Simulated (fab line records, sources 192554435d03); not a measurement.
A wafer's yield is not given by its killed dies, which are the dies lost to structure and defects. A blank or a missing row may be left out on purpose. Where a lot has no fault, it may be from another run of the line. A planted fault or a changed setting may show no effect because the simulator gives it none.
Which of the tools did it? + flow n5-finfet + Sampling: 9 lots, 27 wafers, 5 of 1938 route steps

WHAT THE GAUGES SHOWED, per wafer
N5_BEOL_M4_RC_MEAS_101. Usual: DIBL_N 36.3 mV/V, standard deviation 1.2; DIBL_P 36.3 mV/V, standard deviation 1.4; IOFF_N 0.157 nA/um, standard deviation 0.02; IOFF_P 0.22 nA/um, standard deviation 0.033; ION_N 675 uA/um, standard deviation 9.6; ION_P 465 uA/um, standard deviation 8.2; SS_N 71.4 mV/dec, standard deviation 0.45; SS_P 73.3 mV/dec, standard deviation 0.54; VT_N 249.8 mV, standard deviation 2.5; VT_P -249 mV, standard deviation 3.2.
| lot  | measured     | on        | DIBL_N (mV/V)  | DIBL_P (mV/V)  | IOFF_N (nA/um)    | IOFF_P (nA/um) | ION_N (uA/um) | ION_P (uA/um) | SS_N (mV/dec)  | SS_P (mV/dec)  | VT_N (mV)         | VT_P (mV)      | flag |
|------|--------------|-----------|----------------|----------------|-------------------|----------------|---------------|---------------|----------------|----------------|-------------------|----------------|------|
| L317 | day 8 19:53  | prober-01 | 34.6 35.1 35.3 | 34.8 34.9 35.1 | 0.128 0.132 0.137 | 0.16 0.17 0.17 | 665 662 668   | 455 453 455   | 71.2 71.7 71.2 | 72.0 72.3 71.9 | 251.3 251.7 253.9 | -256 -253 -254 |      |
| L318 | day 9 23:38  | prober-01 | 36.5 37.5 36.6 | 35.2 37.4 34.6 | 0.145 0.176 0.138 | 0.20 0.24 0.19 | 677 690 674   | 465 477 460   | 71.7 71.7 71.2 | 73.1 73.4 73.4 | 253.5 246.0 252.7 | -251 -247 -251 |      |
| L324 | day 10 16:16 | prober-01 | 34.2 34.5 35.3 | 35.7 36.1 37.5 | 0.151 0.159 0.177 | 0.23 0.23 0.26 | 686 670 692   | 468 470 475   | 71.2 71.8 71.6 | 72.6 72.4 72.8 | 248.1 245.6 247.1 | -247 -248 -246 |      |
| L326 | day 11 23:50 | prober-01 | 37.4 36.5 36.8 | 38.4 36.9 36.2 | 0.177 0.157 0.153 | 0.21 0.18 0.18 | 680 669 665   | 462 459 451   | 72.0 71.7 72.0 | 73.6 73.1 73.3 | 248.5 249.4 250.3 | -253 -253 -254 |      |
| L329 | day 12 12:53 | prober-02 | 37.1 36.4 34.7 | 37.0 36.4 34.0 | 0.156 0.154 0.120 | 0.22 0.21 0.18 | 666 671 660   | 459 457 453   | 71.4 72.1 70.6 | 74.0 73.0 73.4 | 250.1 252.0 254.0 | -249 -251 -253 |      |
| L331 | day 12 10:00 | prober-02 | 36.0 36.0 36.0 | 35.9 36.1 36.1 | 0.160 0.152 0.159 | 0.20 0.20 0.20 | 683 672 685   | 463 461 463   | 71.2 71.7 71.2 | 73.4 72.8 72.5 | 249.9 249.2 248.5 | -250 -252 -251 |      |
| L333 | day 13 11:45 | prober-01 | 35.0 35.9 35.8 | 33.2 34.8 34.6 | 0.123 0.141 0.130 | 0.15 0.17 0.17 | 654 665 650   | 443 450 442   | 70.7 71.5 71.2 | 73.8 73.9 73.9 | 256.3 254.5 257.1 | -256 -258 -256 |      |
| L337 | day 13 19:12 | prober-01 | 35.7 37.4 36.5 | 36.1 37.9 36.6 | 0.147 0.182 0.170 | 0.25 0.28 0.26 | 673 675 667   | 469 473 464   | 71.2 71.5 71.8 | 73.3 74.0 73.9 | 249.2 246.1 247.4 | -246 -245 -246 |      |
| L338 | day 14 19:49 | prober-02 | 38.2 34.8 39.5 | 39.2 34.9 40.7 | 0.187 0.119 0.208 | 0.29 0.20 0.34 | 688 665 685   | 471 470 478   | 71.6 70.4 71.7 | 74.1 72.6 74.1 | 249.0 251.8 247.2 | -242 -248 -243 |      |

TOOL THAT RAN EACH LOT (tool first, then ch and the chambers of the sampled wafers, then the start)
| lot  | N5_HKMG_FIN_ETCH_67                | N5_HKMG_FIN_CMP_23            | N5_GATE_CUT_ETCH_56               | N5_GATE_CUT_STRIP_59              |
|------|------------------------------------|-------------------------------|-----------------------------------|-----------------------------------|
| L317 | rie-diel-06 ch 1,2,3, day 4 19:11  | cmp-02 ch 0,1,2, day 4 20:28  | rie-metal-03 ch 1, day 4 21:20    | rie-diel-04 ch 0,1,2, day 4 21:36 |
| L318 | rie-diel-01 ch 0,1,2, day 5 10:11  | cmp-03 ch 0,1,3, day 5 11:37  | rie-metal-03 ch 0,1, day 5 12:20  | rie-diel-05 ch 1,2,3, day 5 12:36 |
| L324 | rie-diel-01 ch 2,3, day 6 15:16    | cmp-02 ch 0,1,2, day 6 16:43  | rie-metal-02 ch 0,1, day 6 17:25  | rie-diel-04 ch 0,1,2, day 6 17:52 |
| L326 | rie-diel-03 ch 0,2,3, day 7 04:07  | cmp-02 ch 0,3, day 7 05:34    | rie-metal-03 ch 0,1, day 7 06:21  | rie-diel-04 ch 0,1,3, day 7 06:37 |
| L329 | rie-diel-01 ch 1,2,3, day 7 18:21  | cmp-01 ch 0,1,3, day 7 19:38  | rie-metal-02 ch 0,1, day 7 20:30  | rie-diel-04 ch 0,1,2, day 7 20:46 |
| L331 | rie-diel-03 ch 0,1,3, day 8 05:19  | cmp-03 ch 1,2, day 8 06:35    | rie-metal-02 ch 0,1, day 8 07:27  | rie-diel-04 ch 0,1,2, day 8 07:46 |
| L333 | rie-diel-06 ch 1,2,3, day 8 19:42  | cmp-01 ch 0,1,3, day 8 21:04  | rie-metal-01 ch 0, day 8 21:51    | rie-diel-05 ch 1,2,3, day 8 22:08 |
| L337 | rie-diel-01 ch 0,1,3, day 9 20:25  | cmp-01 ch 2,3, day 9 21:41    | rie-metal-02 ch 0, day 9 22:33    | rie-diel-02 ch 0,2, day 9 22:50   |
| L338 | rie-diel-03 ch 0,1,2, day 10 02:19 | cmp-03 ch 1,2,3, day 10 03:47 | rie-metal-01 ch 0,1, day 10 04:29 | rie-diel-04 ch 0,1, day 10 04:47  |
- N5_HKMG_FIN_ETCH_67: etches SOC in N2/H2, stops on TiN, target depth 388.9 nm.
- N5_HKMG_FIN_CMP_23: polishes, stops on SiNx, t overpolish 10 s, target thk 46.326 nm.
- N5_GATE_CUT_ETCH_56: etches TiN in Cl2/Ar, target depth 21.6 nm.
- N5_GATE_CUT_STRIP_59: strips in N2/H2, time 20 s.

WHAT THE TOOLS THEMSELVES READ (means of the sampled wafers that have a number; where no wafer has one, the mark that the record gives instead)
N5_HKMG_FIN_ETCH_67. Usual: drypump-motor-current-A 5.8 A, standard deviation 0.39; n2-flow-sccm 199.9 sccm, standard deviation 0.65; oes-product-au 0.79 a.u., standard deviation 0.075; rf-vpp-V 241.0 V, standard deviation 1.4; showerhead-plenum-p-Torr 2.57 Torr, standard deviation 0.083; throttle-valve-pct 17.85 %, standard deviation 0.29.
| lot  | tool        | drypump-motor-current-A (A) | n2-flow-sccm (sccm) | oes-product-au (a.u.) | rf-vpp-V (V) | showerhead-plenum-p-Torr (Torr) | throttle-valve-pct (%) | flag |
|------|-------------|-----------------------------|---------------------|-----------------------|--------------|---------------------------------|------------------------|------|
| L317 | rie-diel-06 | 6.0                         | 200.6               | 0.83                  | 240.0        | 2.53                            | 17.89                  |      |
| L318 | rie-diel-01 | 5.6                         | 199.5               | 0.84                  | 240.4        | 2.58                            | 17.88                  |      |
| L324 | rie-diel-01 | 6.0                         | 199.6               | 0.68                  | 240.4        | 2.55                            | 17.86                  |      |
| L326 | rie-diel-03 | 5.6                         | 199.9               | 0.74                  | 241.9        | 2.57                            | 17.98                  |      |
| L329 | rie-diel-01 | 5.8                         | 200.0               | 0.83                  | 241.2        | 2.57                            | 17.61                  |      |
| L331 | rie-diel-03 | 5.6                         | 199.8               | 0.76                  | 241.7        | 2.57                            | 17.84                  |      |
| L333 | rie-diel-06 | 6.0                         | 199.6               | 0.79                  | 240.0        | 2.52                            | 17.96                  |      |
| L337 | rie-diel-01 | 5.7                         | 199.5               | 0.85                  | 240.6        | 2.51                            | 17.65                  |      |
| L338 | rie-diel-03 | 5.8                         | 200.0               | 0.78                  | 241.6        | 2.65                            | 17.84                  |      |

N5_HKMG_FIN_CMP_23. Usual: edge-zone-pressure-frac 1.000, standard deviation 0.0053; motor-current-A 11.9 A, standard deviation 1.8; overpolish-run-s 10.000 s, standard deviation 0.0098; slurry-filter-dp-kPa 13.50 kPa, standard deviation 0.13; time-to-endpoint-s 12.3 s, standard deviation 1.7.
| lot  | tool   | edge-zone-pressure-frac | motor-current-A (A) | overpolish-run-s (s) | slurry-filter-dp-kPa (kPa) | time-to-endpoint-s (s) | flag |
|------|--------|-------------------------|---------------------|----------------------|----------------------------|------------------------|------|
| L317 | cmp-02 | 1.001                   | 12.8                | 10.000               | 13.41                      | 12.8                   |      |
| L318 | cmp-03 | 1.001                   | 12.2                | 9.996                | 13.57                      | 11.3                   |      |
| L324 | cmp-02 | 0.999                   | 12.6                | 9.995                | 13.67                      | 13.6                   |      |
| L326 | cmp-02 | 1.000                   | 10.7                | 8.800                | 13.44                      | 15.4                   | OFF  |
| L329 | cmp-01 | 0.996                   | 11.4                | 10.003               | 13.39                      | 13.0                   |      |
| L331 | cmp-03 | 1.005                   | 10.8                | 9.987                | 13.38                      | 13.5                   |      |
| L333 | cmp-01 | 0.998                   | 11.5                | 10.003               | 13.54                      | 11.8                   |      |
| L337 | cmp-01 | 1.000                   | 12.2                | 9.998                | 13.58                      | 10.3                   |      |
| L338 | cmp-03 | 1.006                   | 12.8                | 9.997                | 13.59                      | 10.4                   |      |

N5_GATE_CUT_ETCH_56. Usual: drypump-motor-current-A 6.0 A, standard deviation 0.42; oes_ar_750_au 0.78 a.u., standard deviation 0.082; oes-product-au 0.78 a.u., standard deviation 0.083; throttle-valve-pct 20.65 %, standard deviation 0.13.
| lot  | tool         | drypump-motor-current-A (A) | oes_ar_750_au (a.u.) | oes-product-au (a.u.) | throttle-valve-pct (%) | flag |
|------|--------------|-----------------------------|----------------------|-----------------------|------------------------|------|
| L317 | rie-metal-03 | 5.9                         | 0.88                 | 0.88                  | 20.58                  |      |
| L318 | rie-metal-03 | 6.1                         | 0.74                 | 0.74                  | 20.85                  |      |
| L324 | rie-metal-02 | 6.4                         | 0.72                 | 0.73                  | 20.64                  |      |
| L326 | rie-metal-03 | 6.1                         | 0.72                 | 0.73                  | 20.88                  |      |
| L329 | rie-metal-02 | 6.4                         | 0.74                 | 0.75                  | 20.65                  |      |
| L331 | rie-metal-02 | 6.4                         | 0.71                 | 0.72                  | 20.66                  |      |
| L333 | rie-metal-01 | 5.8                         | 0.91                 | 0.92                  | 20.58                  |      |
| L337 | rie-metal-02 | 6.5                         | 0.69                 | 0.70                  | 20.68                  |      |
| L338 | rie-metal-01 | 5.6                         | 0.84                 | 0.85                  | 20.57                  |      |

N5_GATE_CUT_STRIP_59. Usual: drypump-motor-current-A 5.9 A, standard deviation 0.5; n2-flow-sccm 300.0 sccm, standard deviation 0.93; oes-product-au 0.74 a.u., standard deviation 0.043; rf-vpp-V 45.3 V, standard deviation 1; showerhead-plenum-p-Torr 3.34 Torr, standard deviation 0.098; throttle-valve-pct 12.36 %, standard deviation 0.2.
| lot  | tool        | drypump-motor-current-A (A) | n2-flow-sccm (sccm) | oes-product-au (a.u.) | rf-vpp-V (V) | showerhead-plenum-p-Torr (Torr) | throttle-valve-pct (%) | flag |
|------|-------------|-----------------------------|---------------------|-----------------------|--------------|---------------------------------|------------------------|------|
| L317 | rie-diel-04 | 6.1                         | 299.6               | 0.77                  | 46.1         | 3.38                            | 12.27                  |      |
| L318 | rie-diel-05 | 5.9                         | 301.0               | 0.72                  | 44.6         | 3.35                            | 12.47                  |      |
| L324 | rie-diel-04 | 6.1                         | 299.8               | 0.76                  | 44.8         | 3.37                            | 12.30                  |      |
| L326 | rie-diel-04 | 6.1                         | 300.6               | 0.73                  | 44.8         | 3.26                            | 12.40                  |      |
| L329 | rie-diel-04 | 6.1                         | 299.5               | 0.75                  | 44.8         | 3.36                            | 12.32                  |      |
| L331 | rie-diel-04 | 6.1                         | 300.1               | 0.75                  | 45.7         | 3.36                            | 12.32                  |      |
| L333 | rie-diel-05 | 5.9                         | 299.8               | 0.70                  | 44.7         | 3.34                            | 12.53                  |      |
| L337 | rie-diel-02 | 5.7                         | 301.2               | 0.73                  | 43.8         | 3.37                            | 12.28                  |      |
| L338 | rie-diel-04 | 6.3                         | 300.5               | 0.73                  | 45.6         | 3.31                            | 12.35                  |      |

THE ANSWER, worked out from the rows above alone
Rule: a lot is off if the mean of its wafers that have a number lies more than 3 standard deviations from the usual mean. Also off: a lot with no number at a reading for which 4 or more lots have one. The other lots that the step has rows for count as sound. The gauges are gone through in route order, then the tools' own readings, and for those a lot's mean is taken as printed above. The first step at which some lot is off is used, and at that step the reading that is off furthest; a lot without a number counts as furthest.
Off: L326 (N5_HKMG_FIN_CMP_23, overpolish-run-s).
If a tool, at that step or one of the process steps before it, ran each lot that is off and ran no sound lot following the first of them, it fits. One candidate fits, namely cmp-02 at N5_HKMG_FIN_CMP_23. A fault onset in the window from L324 (day 6 16:43, its last sound lot) to L326 (day 7 05:34, its first lot off) fits.
On the lots that are off, the tool's own readings at N5_HKMG_FIN_CMP_23 differ by more than 5 times the standard deviation of the sound lots' means, which bears it out; overpolish-run-s reads 8.800 s there versus 9.997 s on the sound lots.

WHAT THE SIMULATOR HAD PUT IN
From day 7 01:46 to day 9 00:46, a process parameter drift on cmp-02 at N5_HKMG_FIN_CMP_23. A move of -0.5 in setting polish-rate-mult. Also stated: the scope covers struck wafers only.
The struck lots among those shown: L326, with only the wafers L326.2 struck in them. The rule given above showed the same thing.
